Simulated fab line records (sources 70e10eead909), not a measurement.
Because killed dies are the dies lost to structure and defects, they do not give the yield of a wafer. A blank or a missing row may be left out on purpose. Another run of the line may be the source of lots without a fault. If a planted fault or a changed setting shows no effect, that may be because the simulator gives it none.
Which of the tools did it? -- flow nand harc -- 23 lots with 69 wafers sampled at 2 steps, on a route of 1302 steps

WHAT THE GAUGES READ, wafer by wafer
NHARC_A_ZERO_WELL_CD_MEAS_10 targets a cd of 2000 nm.
lot,measured,on,cd nm (nm)
L074,day 7 00:52,cd sem-01,1998.4 1999.7 1999.9
L075,day 7 07:31,cd sem-02,2001.9 2002.6 2001.1
L076,day 7 09:46,cd sem-01,1996.4 1996.7 1995.8
L077,day 7 21:17,cd sem-01,2002.3 2001.1 1999.3
L078,day 8 11:20,cd sem-01,2000.9 2001.3 2003.0
L079,day 8 17:58,cd sem-03,1997.0 1999.4 1998.8
L080,day 9 06:38,cd sem-03,2000.5 2001.2 2000.9
L081,day 9 16:09,cd sem-03,1999.5 1999.3 1995.8
L083,day 10 14:11,cd sem-02,2000.5 1996.5 2000.4
L084,day 11 02:49,cd sem-03,1998.5 1998.8 1997.3
L085,day 11 07:58,cd sem-02,2000.0 1999.3 1999.0
L086,day 11 14:15,cd sem-02,1997.3 1999.3 2001.3
L087,day 12 00:49,cd sem-02,2000.6 1998.7 2000.6
L088,day 13 02:16,cd sem-01,1999.7 1999.7 1997.3
L090,day 13 08:58,cd sem-03,2000.1 1998.3 2000.0
L089,day 13 10:35,cd sem-02,2002.2 2003.7 2001.7
L091,day 13 21:32,cd sem-03,2002.5 1999.5 2000.4
L092,day 14 15:16,cd sem-01,1997.0 1999.0 1998.5
L094,day 14 22:28,cd sem-03,1998.4 1998.9 2001.5
L093,day 14 22:50,cd sem-01,2001.0 2004.0 2002.4
L095,day 15 10:03,cd sem-01,1999.4 2001.2 1999.6
L096,day 15 20:28,cd sem-02,1998.7 1999.4 1997.3
L097,day 16 05:32,cd sem-02,2000.3 2001.8 2000.9

EACH LOT AND THE TOOL THAT RAN IT (in order: tool; ch and the chambers of the sampled wafers; start)
lot,NHARC_P_BONDPAD_PVD_17
L074,"pvd sputter-03, day 7 00:52 or earlier"
L075,"pvd sputter-02, day 7 07:31 or earlier"
L076,"pvd sputter-01, day 7 09:46 or earlier"
L077,"pvd sputter-03, day 7 21:17 or earlier"
L078,"pvd sputter-02, day 8 11:20 or earlier"
L079,"pvd sputter-03, day 8 17:58 or earlier"
L080,"pvd sputter-01, day 9 06:38 or earlier"
L081,"pvd sputter-02, day 9 16:09 or earlier"
L083,"pvd sputter-02, day 10 14:11 or earlier"
L084,"pvd sputter-01, day 11 02:49 or earlier"
L085,"pvd sputter-01, day 11 07:58 or earlier"
L086,"pvd sputter-03, day 11 14:15 or earlier"
L087,"pvd sputter-03, day 12 00:49 or earlier"
L088,"pvd sputter-01, day 13 02:16 or earlier"
L090,"pvd sputter-03, day 13 08:58 or earlier"
L089,"pvd sputter-01, day 13 10:35 or earlier"
L091,"pvd sputter-02, day 13 21:32 or earlier"
L092,"pvd sputter-02, day 14 15:16 or earlier"
L094,"pvd sputter-01, day 14 22:28 or earlier"
L093,"pvd sputter-02, day 14 22:50 or earlier"
L095,"pvd sputter-02, day 15 10:03 or earlier"
L096,"pvd sputter-01, day 15 20:28 or earlier"
L097,"pvd sputter-03, day 16 05:32 or earlier"
- NHARC_P_BONDPAD_PVD_17: deposits TaN, target thk 5 nm, time 8.06 s.

WHAT THE TOOLS THEMSELVES READ (means of the sampled wafers that have a number; where no wafer has one, the mark that the record gives instead)
NHARC_P_BONDPAD_PVD_17.
lot,tool,throttle valve pct (%)
L074,pvd sputter-03,30.3
L075,pvd sputter-02,31.0
L076,pvd sputter-01,29.2
L077,pvd sputter-03,29.4
L078,pvd sputter-02,29.9
L079,pvd sputter-03,30.6
L080,pvd sputter-01,29.7
L081,pvd sputter-02,30.6
L083,pvd sputter-02,30.0
L084,pvd sputter-01,29.6
L085,pvd sputter-01,29.8
L086,pvd sputter-03,30.3
L087,pvd sputter-03,30.3
L088,pvd sputter-01,31.2
L090,pvd sputter-03,30.3
L089,pvd sputter-01,30.1
L091,pvd sputter-02,29.7
L092,pvd sputter-02,29.9
L094,pvd sputter-01,31.0
L093,pvd sputter-02,29.5
L095,pvd sputter-02,29.6
L096,pvd sputter-01,29.0
L097,pvd sputter-03,30.5

THE ANSWER, worked out from the rows above alone
Rule: what is usual is taken from the lots themselves. Put in order of their means at a reading, lots are off if they are a third of the lots or fewer, leave a main group of 4 or more, and stand apart from it by a gap of 3 or more times the standard deviation of the main group's means; of several such gaps the widest counts. A main group is skipped when, at the precision printed for the reading in the tables above, its means are all equal. Also off: a lot with no number at a reading for which 4 or more lots have one. Where the step has rows for the other lots, those lots are counted as sound. Order of review: gauges by route order, followed by the tools' own readings, for which a lot's mean as printed above is used. The first step at which some lot is off is used, and at that step the reading that is off furthest; a lot without a number counts as furthest.
No lot is off on any of the readings shown, so nothing can be concluded from this.

WHAT THE SIMULATOR HAD PUT IN
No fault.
